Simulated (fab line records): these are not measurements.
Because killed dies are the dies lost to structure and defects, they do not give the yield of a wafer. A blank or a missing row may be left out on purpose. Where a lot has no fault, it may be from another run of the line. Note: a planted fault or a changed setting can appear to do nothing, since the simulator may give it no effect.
fab line records ; flow n5-finfet
[record] lots = 10; wafers = 28; last-day = 17
route steps=1938 shown SDB@369 DUMMY_REMOVAL@377 HKMG_FIN@389 BEOL_M4@1111
lots with no fault: from the same line, run without faults
start-h: hours from the record's opening day to when the first of the lot's shown wafers began ; wait-h: time in hours since the lot's previous step ; " as in the row above ; L1.1+2: several wafers, shown together as one row ; - no value, or no start was given ; * or withheld: withheld ; < > ~ a bound
route shown NAME@n: a module of which the file shows steps, and the number in the route of the first ; usual: mean/standard deviation taken from wafers without a fault ; same: alike in all rows ; chamber/n: place in a boat ; sites: the reading at each site ; _std_site: the standard deviation of these ; _edge_site: mean of outer sites minus mean of inner sites ; radius-mm: how far each site lies from the wafer's centre ; mask NAME#n: copy n ; behind: the most recent tool/chamber to have shaped the wafer ; hold: cause of the lot's hold/its duration in hours/its outcome ; device: names the non-switching transistor (n, p or np) ; end of line: at the end of the route, the tests of the same wafers ; a step with no rows: only its recipe ; killed: count of dies lost to structure and defects at first sort (not the wafer's yield) ; map: dies across one wafer; x = killed, . = not, _ = none there
set.NAME: setting as actually run; set.NAME@STEP: the setting as run at that earlier step ; model.NAME: the simulator's own value behind a step, which no gauge read
steps of the route over a sample of lots; a table a step, a row a wafer
services: when a tool's chamber went out of use (start-h, in hours from the record's first day, below 0 if earlier), for how many hours, and the reason
[[steps]]
[step N5_SDB_CUT_ETCH_26]
[recipe] chemistry = HBr/Cl2/O2; target = Si; target-depth-a = 1296; bt-time-s = 20; mask-material = SiNx; time-s = 51.8; ion-energy-ev = *; bias-w = *; pressure-mtorr = 10; icp-w = 800; HBr_flow_sccm = 150; Cl2_flow_sccm = 80; O2_flow_sccm = 12
[usual] drypump-motor-current-A = 5.6/0.58; oes-product-au = 0.999/0.018; throttle-valve-pct = 37.4/0.32
lot.wafer;tool;chamber;start-h;wait-h;drypump-motor-current-A;oes-product-au;rf-hours-counter-h;throttle-valve-pct
L980.3;rie-si-06;3;78.67;0.1;5.5;0.996;78;36.9
L980.5;rie-si-06;2;78.67;0.1;5.2;1.004;-;37.4
L980.6;rie-si-06;1;78.67;0.1;5.7;0.984;-;37.4
L982.2;rie-si-06;2;91.38;0.1;5.2;1.008;134;37.4
L982.3;rie-si-06;0;91.38;0.1;5.6;1.016;23;37.7
L982.4;rie-si-06;3;91.38;0.1;5.5;1.003;78;36.9
L985.3;rie-si-03;3;109.15;0.1;6.6;0.983;26;37.5
L985.4;rie-si-03;2;109.15;0.1;5.5;1.020;50;37.3
L985.6;rie-si-03;2;109.15;0.1;5.5;1.023;-;37.3
L991.1;rie-si-01;3;152.50;0.1;6.1;0.981;6;37.5
L991.2;rie-si-01;1;152.50;0.1;6.7;0.998;103;37.1
L991.4;rie-si-01;2;152.50;0.1;5.3;1.012;-;36.9
L993.1;rie-si-01;1;165.36;0.1;6.7;1.004;103;37.1
L993.4;rie-si-01;3;165.36;0.1;6.0;0.980;6;37.5
L993.6;rie-si-01;2;165.36;0.1;5.3;1.013;-;36.9
L995.2;rie-si-01;1;175.68;0.1;6.7;0.999;104;37.1
L995.4;rie-si-01;3;175.68;0.1;6.1;0.979;6;37.5
L995.6;rie-si-01;1;175.68;0.1;6.7;1.009;-;37.1
L996.2;rie-si-06;0;180.10;0.1;5.6;1.014;25;37.7
L996.6;rie-si-06;1;180.10;0.1;5.7;0.984;-;37.4
L997.2;rie-si-03;1;182.69;0.1;4.8;0.964;29;38.1
L997.3;rie-si-03;0;182.69;0.1;5.1;1.017;83;37.4
L998.1;rie-si-06;0;191.02;0.1;5.6;1.010;25;37.7
L998.5;rie-si-06;1;191.02;0.1;5.8;0.984;-;37.4
L998.6;rie-si-06;2;191.02;0.1;5.2;1.006;-;37.4
L101.3;rie-si-03;3;205.75;0.1;6.6;0.992;28;37.5
L101.5;rie-si-03;3;205.75;0.1;6.6;0.987;-;37.5
L101.6;rie-si-03;0;205.75;0.1;5.1;1.028;-;37.4
[step N5_DUMMY_REMOVAL_HM_STRIP_01]
[recipe] chemistry = CH3F/O2; material = SiNx; target-depth-a = 40; stop-on = poly-Si; time-s = 6.8; over-etch-frac = 0.3; ion-energy-ev = 60; power-w = 410; bias-w = 29; Ar_flow_sccm = 150; CH3F_flow_sccm = 30; O2_flow_sccm = 20
[usual] drypump-motor-current-A = 5.8/0.44; oes-product-au = 0.65/0.075; rf-vpp-V = 127.6/0.94; showerhead-plenum-p-Torr = 2.01/0.064; throttle-valve-pct = 16.34/0.23
lot.wafer;tool;chamber;start-h;wait-h;drypump-motor-current-A;oes-product-au;rf-hours-counter-h;rf-vpp-V;showerhead-plenum-p-Torr;throttle-valve-pct
L980.3;rie-diel-06;0;82.00;0.0;6.1;0.70;48;127.9;2.04;16.45
L980.5;rie-diel-06;1;82.00;0.0;5.5;0.56;-;126.3;1.97;16.44
L980.6;rie-diel-06;0;82.00;0.0;6.0;0.70;-;128.8;2.04;16.44
L982.2;rie-diel-02;1;94.66;0.0;6.6;0.68;66;128.3;2.02;16.02
L982.3;rie-diel-02;2;94.66;0.0;6.2;0.57;226;126.5;1.98;16.72
L982.4;rie-diel-02;0;94.66;0.0;6.3;0.58;185;127.6;2.08;16.16
L985.3;rie-diel-06;1;112.42;0.0;5.5;0.56;245;128.4;1.97;16.48
L985.4;rie-diel-06;0;112.42;0.0;6.0;0.69;57;127.5;2.04;16.47
L985.6;rie-diel-06;2;112.42;0.0;5.4;0.63;-;128.7;1.99;16.53
L991.1;rie-diel-06;1;155.77;0.0;5.5;0.79;2;127.8;1.96;16.04
L991.2;rie-diel-06;3;155.77;0.0;5.4;0.73;28;128.5;2.13;16.08
L991.4;rie-diel-06;2;155.77;0.0;5.3;0.62;154;127.2;1.99;16.55
L993.1;rie-diel-06;0;168.66;0.0;6.1;0.67;76;127.7;2.03;16.48
L993.4;rie-diel-06;1;168.66;0.0;5.5;0.78;6;125.7;1.96;16.06
L993.6;rie-diel-06;1;168.66;0.0;5.5;0.79;-;127.8;1.96;16.06
L995.2;rie-diel-06;2;178.95;0.0;5.4;0.62;162;127.9;1.99;16.57
L995.4;rie-diel-06;3;178.95;0.0;5.4;0.72;36;127.7;2.13;16.09
L995.6;rie-diel-06;0;178.95;0.0;6.1;0.68;-;126.6;2.03;16.51
L996.2;rie-diel-02;0;183.75;0.0;6.2;0.55;213;128.5;2.07;16.22
L996.6;rie-diel-02;1;183.75;0.0;6.6;0.65;-;127.5;2.01;16.07
L997.2;rie-diel-02;0;186.63;0.1;6.2;0.56;214;127.1;2.07;16.21
L997.3;rie-diel-02;3;186.63;0.1;5.3;0.68;53;126.8;1.95;16.12
L998.1;rie-diel-03;0;194.40;0.0;6.2;0.79;7;126.9;1.95;15.74
L998.5;rie-diel-03;0;194.40;0.0;6.2;0.79;-;126.9;1.95;15.75
L998.6;rie-diel-03;3;194.40;0.0;5.7;0.57;-;127.4;2.06;16.56
L101.3;rie-diel-02;0;209.02;0.0;6.3;0.56;220;129.2;2.07;16.23
L101.5;rie-diel-02;3;209.02;0.0;5.3;0.67;-;126.3;1.95;16.14
L101.6;rie-diel-02;2;209.02;0.0;6.1;0.78;-;127.1;1.97;16.22
[step N5_HKMG_FIN_ALD_75]
[recipe] material = Al2O3; target-thk-a = 10; temp-c = 150; ald-precursor-family = TMA; ald-co-reactant = H2O; pulse-time-s = withheld; co-reactant-pulse-time-s = 1
[usual] heater-power-w = 154/15; precursor-pulse-height-rel = 0.997/0.021
lot.wafer;tool;chamber;start-h;wait-h;heater-power-w;precursor-pulse-height-rel
L980.3;ald-hk-02;2;83.03;0.0;148;0.992
L980.5;ald-hk-02;2;83.03;0.0;147;0.992
L980.6;ald-hk-02;3;83.03;0.0;137;0.943
L982.2;ald-hk-02;1;95.69;0.0;178;1.014
L982.3;ald-hk-02;0;95.69;0.0;139;1.012
L982.4;ald-hk-02;3;95.69;0.0;143;0.966
L985.3;ald-hk-01;0;113.48;0.0;159;1.017
L985.4;ald-hk-01;2;113.48;0.0;187;0.994
L985.6;ald-hk-01;0;113.48;0.0;162;0.975
L991.1;ald-hk-02;2;156.88;0.1;145;0.975
L991.2;ald-hk-02;3;156.88;0.1;139;1.001
L991.4;ald-hk-02;0;156.88;0.1;143;1.005
L993.1;ald-hk-01;2;169.93;0.0;188;0.973
L993.4;ald-hk-01;1;169.93;0.0;171;0.990
L993.6;ald-hk-01;1;169.93;0.0;171;1.016
L995.2;ald-hk-03;1;180.09;0.0;149;0.979
L995.4;ald-hk-03;3;180.09;0.0;153;1.028
L995.6;ald-hk-03;0;180.09;0.0;141;0.951
L996.2;ald-hk-01;0;185.04;0.0;166;0.985
L996.6;ald-hk-01;1;185.04;0.0;167;0.957
L997.2;ald-hk-02;2;187.81;0.0;147;1.004
L997.3;ald-hk-02;3;187.81;0.0;138;0.950
L998.1;ald-hk-03;2;195.73;0.0;159;0.982
L998.5;ald-hk-03;3;195.73;0.0;154;1.002
L998.6;ald-hk-03;0;195.73;0.0;138;1.001
L101.3;ald-hk-02;0;210.61;0.0;141;1.000
L101.5;ald-hk-02;2;210.61;0.0;145;0.987
L101.6;ald-hk-02;1;210.61;0.0;169;1.006
[step N5_HKMG_FIN_EXPOSE_46]
[recipe] mask-id = NDIPOLE; na = 1.35; source-shape = conventional; sigma-outer = 0.8; polarization = unpolarized; dose-mj = 40
[usual] exposure-dose-mJ-cm2 = 39.97/0.051; stage-vel-mm-s = 499.95/0.25
lot.wafer;tool;chamber;start-h;wait-h;mask;exposure-dose-mJ-cm2;stage-vel-mm-s
L980.3;arfi-scanner-03;0;83.38;-;NDIPOLE#0;39.91;500.06
L980.5;arfi-scanner-03;0;83.38;-;NDIPOLE#0;39.87;500.03
L980.6;arfi-scanner-03;0;83.38;-;NDIPOLE#0;39.91;500.39
L982.2;arfi-scanner-01;0;95.92;-;NDIPOLE#0;39.87;499.77
L982.3;arfi-scanner-01;0;95.92;-;NDIPOLE#0;39.88;499.79
L982.4;arfi-scanner-01;0;95.92;-;NDIPOLE#0;39.96;499.78
L985.3;arfi-scanner-03;0;113.83;-;NDIPOLE#0;39.95;500.25
L985.4;arfi-scanner-03;0;113.83;-;NDIPOLE#0;39.92;499.75
L985.6;arfi-scanner-03;0;113.83;-;NDIPOLE#0;39.99;500.00
L991.1;arfi-scanner-03;0;157.31;-;NDIPOLE#0;36.02;500.22
L991.2;arfi-scanner-03;0;157.31;-;NDIPOLE#0;36.03;500.16
L991.4;arfi-scanner-03;0;157.31;-;NDIPOLE#0;36.00;499.85
L993.1;arfi-scanner-03;0;170.15;-;NDIPOLE#0;37.45;499.97
L993.4;arfi-scanner-03;0;170.15;-;NDIPOLE#0;37.47;500.36
L993.6;arfi-scanner-03;0;170.15;-;NDIPOLE#0;37.40;500.11
L995.2;arfi-scanner-01;0;180.32;-;NDIPOLE#0;39.94;500.01
L995.4;arfi-scanner-01;0;180.32;-;NDIPOLE#0;39.97;499.98
L995.6;arfi-scanner-01;0;180.32;-;NDIPOLE#0;39.97;499.72
L996.2;arfi-scanner-01;0;185.27;-;NDIPOLE#0;39.98;499.87
L996.6;arfi-scanner-01;0;185.27;-;NDIPOLE#0;40.02;500.09
L997.2;arfi-scanner-01;0;188.04;-;NDIPOLE#0;39.94;499.71
L997.3;arfi-scanner-01;0;188.04;-;NDIPOLE#0;39.92;499.68
L998.1;arfi-scanner-02;0;196.07;-;NDIPOLE#0;40.00;500.38
L998.5;arfi-scanner-02;0;196.07;-;NDIPOLE#0;40.01;500.15
L998.6;arfi-scanner-02;0;196.07;-;NDIPOLE#0;39.98;500.31
L101.3;arfi-scanner-02;0;210.97;-;NDIPOLE#0;40.01;500.26
L101.5;arfi-scanner-02;0;210.97;-;NDIPOLE#0;39.97;499.80
L101.6;arfi-scanner-02;0;210.97;-;NDIPOLE#0;40.06;499.78
[step N5_HKMG_FIN_CD_MEAS_49]
[recipe] target-cd-nm = 202; landing-energy-ev = 500; detector = se-inlens; polarity = opening
[usual] cd-nm = 201.8/1.2
lot.wafer;tool;chamber;start-h;wait-h;cd-nm
L980.3;cd-sem-01;0;83.50;-;202.4
L980.5;cd-sem-01;0;83.50;-;203.3
L980.6;cd-sem-01;0;83.50;-;203.0
L982.2;cd-sem-03;0;96.04;-;203.0
L982.3;cd-sem-03;0;96.04;-;202.8
L982.4;cd-sem-03;0;96.04;-;203.0
L985.3;cd-sem-01;0;113.95;-;202.8
L985.4;cd-sem-01;0;113.95;-;202.7
L985.6;cd-sem-01;0;113.95;-;201.4
L991.1;cd-sem-02;0;157.43;-;194.8
L991.2;cd-sem-02;0;157.43;-;194.1
L991.4;cd-sem-02;0;157.43;-;194.0
L993.1;cd-sem-03;0;170.28;-;198.1
L993.4;cd-sem-03;0;170.28;-;198.1
L993.6;cd-sem-03;0;170.28;-;197.9
L995.2;cd-sem-01;0;180.43;-;202.1
L995.4;cd-sem-01;0;180.43;-;202.1
L995.6;cd-sem-01;0;180.43;-;202.0
L996.2;cd-sem-01;0;185.39;-;201.1
L996.6;cd-sem-01;0;185.39;-;200.1
L997.2;cd-sem-02;0;188.15;-;202.5
L997.3;cd-sem-02;0;188.15;-;201.8
L998.1;cd-sem-03;0;196.20;-;199.3
L998.5;cd-sem-03;0;196.20;-;200.4
L998.6;cd-sem-03;0;196.20;-;200.2
L101.3;cd-sem-01;0;211.08;-;200.8
L101.5;cd-sem-01;0;211.08;-;200.0
L101.6;cd-sem-01;0;211.08;-;200.2
[step N5_BEOL_M4_RC_MEAS_101]
[usual] DIBL_N = 36.1/2; DIBL_P = 36.3/2.4; IOFF_N = 0.15/0.035; IOFF_P = 0.21/0.039; ION_N = 672/15; ION_P = 463/9.7; SS_N = 71.5/0.7; SS_P = 73.2/0.75; VT_N = 251/3.6; VT_P = -250/3.8
lot.wafer;tool;chamber;start-h;wait-h;DIBL_N[mV/V];DIBL_P[mV/V];IOFF_N[nA/um];IOFF_P[nA/um];ION_N[uA/um];ION_P[uA/um];SS_N[mV/dec];SS_P[mV/dec];VT_N[mV];VT_P[mV]
L980.3;prober-01;0;176.51;0.3;32.3;33.3;0.11;0.18;672;481;71.6;72.3;254;-248
L980.5;prober-01;0;176.51;0.3;37.0;38.7;0.19;0.27;694;481;71.2;73.3;247;-245
L980.6;prober-01;0;176.51;0.3;35.8;37.5;0.16;0.25;688;484;71.5;73.6;249;-247
L982.2;prober-01;0;196.05;0.2;34.1;36.1;0.14;0.20;670;461;71.1;72.7;248;-250
L982.3;prober-01;0;196.05;0.2;37.2;39.6;0.17;0.26;664;463;71.7;73.7;250;-250
L982.4;prober-01;0;196.05;0.2;35.7;36.1;0.15;0.19;660;458;72.0;72.8;251;-252
L985.3;prober-01;0;214.52;0.8;35.6;35.5;0.15;0.21;667;464;71.7;73.1;250;-248
L985.4;prober-01;0;214.52;0.8;33.7;34.3;0.15;0.19;670;457;70.9;72.5;249;-248
L985.6;prober-01;0;214.52;0.8;35.2;35.2;0.16;0.21;677;461;71.2;73.4;246;-249
L991.1;prober-01;0;252.42;0.0;36.8;38.0;0.18;0.25;691;474;71.4;74.8;247;-247
L991.2;prober-01;0;252.42;0.0;37.1;37.9;0.18;0.26;684;473;71.4;73.8;249;-247
L991.4;prober-01;0;252.42;0.0;34.5;34.3;0.13;0.20;663;459;70.8;73.7;249;-251
L993.1;prober-01;0;263.92;0.0;35.3;35.0;0.14;0.22;673;471;71.3;72.7;249;-248
L993.4;prober-01;0;263.92;0.0;39.3;39.7;0.23;0.30;675;467;72.1;73.5;247;-242
L993.6;prober-01;0;263.92;0.0;34.5;34.1;0.14;0.21;684;477;70.8;72.3;248;-248
L995.2;prober-02;0;279.34;0.2;37.7;37.9;0.17;0.25;685;477;72.1;73.7;249;-248
L995.4;prober-02;0;279.34;0.2;36.5;36.8;0.17;0.25;682;478;71.6;73.6;249;-247
L995.6;prober-02;0;279.34;0.2;33.0;32.1;0.10;0.16;655;458;70.3;71.6;259;-254
L996.2;prober-02;0;284.55;0.2;40.0;41.2;0.21;0.27;683;461;72.2;74.7;249;-249
L996.6;prober-02;0;284.55;0.2;42.3;42.9;0.26;0.31;692;468;73.1;75.0;243;-245
L997.2;prober-01;0;284.75;0.2;36.2;37.2;0.15;0.19;660;455;71.9;73.4;251;-253
L997.3;prober-01;0;284.75;0.2;37.4;38.7;0.18;0.21;691;469;71.7;73.3;248;-250
L998.1;prober-02;0;287.61;0.0;36.1;38.5;0.17;0.24;673;474;71.7;74.1;250;-250
L998.5;prober-02;0;287.61;0.0;34.5;35.5;0.14;0.20;666;462;72.0;73.4;250;-251
L998.6;prober-02;0;287.61;0.0;33.7;33.6;0.12;0.17;662;456;71.0;72.7;252;-255
L101.3;prober-02;0;306.90;0.3;37.6;36.7;0.17;0.24;673;467;71.1;74.5;249;-247
L101.5;prober-02;0;306.90;0.3;35.1;33.4;0.13;0.19;661;461;70.7;72.1;252;-249
L101.6;prober-02;0;306.90;0.3;38.3;38.3;0.19;0.27;701;481;71.2;73.5;247;-243
[[services]]
tool;chamber;start-h;hours;kind
arfi-scanner-01;-;59.14;3.1;pm
arfi-scanner-02;-;60.69;0.8;pm
arfi-scanner-01;-;62.26;1.0;pm
rie-diel-06;1;63.75;8.0;repair
arfi-scanner-03;-;87.02;1.3;pm
rie-diel-03;3;88.50;7.6;repair
arfi-scanner-03;-;95.07;0.8;pm
arfi-scanner-02;-;108.59;4.8;pm
rie-si-03;-;113.85;4.3;pm
arfi-scanner-01;-;132.00;0.8;pm
arfi-scanner-01;-;137.26;5.0;pm
arfi-scanner-01;-;142.29;1.3;pm
rie-diel-02;-;142.37;0.3;repair
arfi-scanner-03;-;149.74;1.0;pm
rie-si-01;0;151.42;4.4;repair
rie-si-06;0;154.82;14.8;repair
arfi-scanner-02;-;156.59;1.1;repair
rie-si-03;0;160.94;1.2;repair
arfi-scanner-02;-;169.17;1.3;pm
arfi-scanner-02;-;175.93;4.9;pm
arfi-scanner-03;-;190.58;1.0;pm
arfi-scanner-02;-;192.35;1.0;pm
arfi-scanner-02;-;196.54;0.8;pm
rie-si-06;3;201.97;7.1;repair
[[key]]
[first-sign] step = N5_HKMG_FIN_EXPOSE_46; reading = exposure-dose-mJ-cm2; direction = down; sigmas = 63; usual = 39.97; struck = 36.73
[effect] step = N5_HKMG_FIN_CD_MEAS_49; reading = cd-nm; direction = down; sigmas = 4.8; usual = 201.8; struck = 196.2; through = control-loop
met-at N5_HKMG_FIN_EXPOSE_46
struck-lots L991,L993
rows-end L991.1,L991.2,L991.4,L993.1,L993.4,L993.6
[loop-trim] step = N5_HKMG_FIN_EXPOSE_46; setting = dose; lots = L993
not-acting-at N5_SDB_CUT_ETCH_26,N5_DUMMY_REMOVAL_HM_STRIP_01,N5_HKMG_FIN_ALD_75
onset-between 113.83 157.31
[fault] kind = process-parameter-drift; tool = arfi-scanner-03; chamber = -; onset-h = 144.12; steps = N5_HKMG_FIN_EXPOSE_46; channel = dose-mj; offset = -3.9971; shape = step; acts-in = these-recipes-only; stated = 40
// rows-end: these wafers met a further fault down the route, and their rows from its step on are left out
// loop-trim: a control loop set the setting to another value than it would have without faults
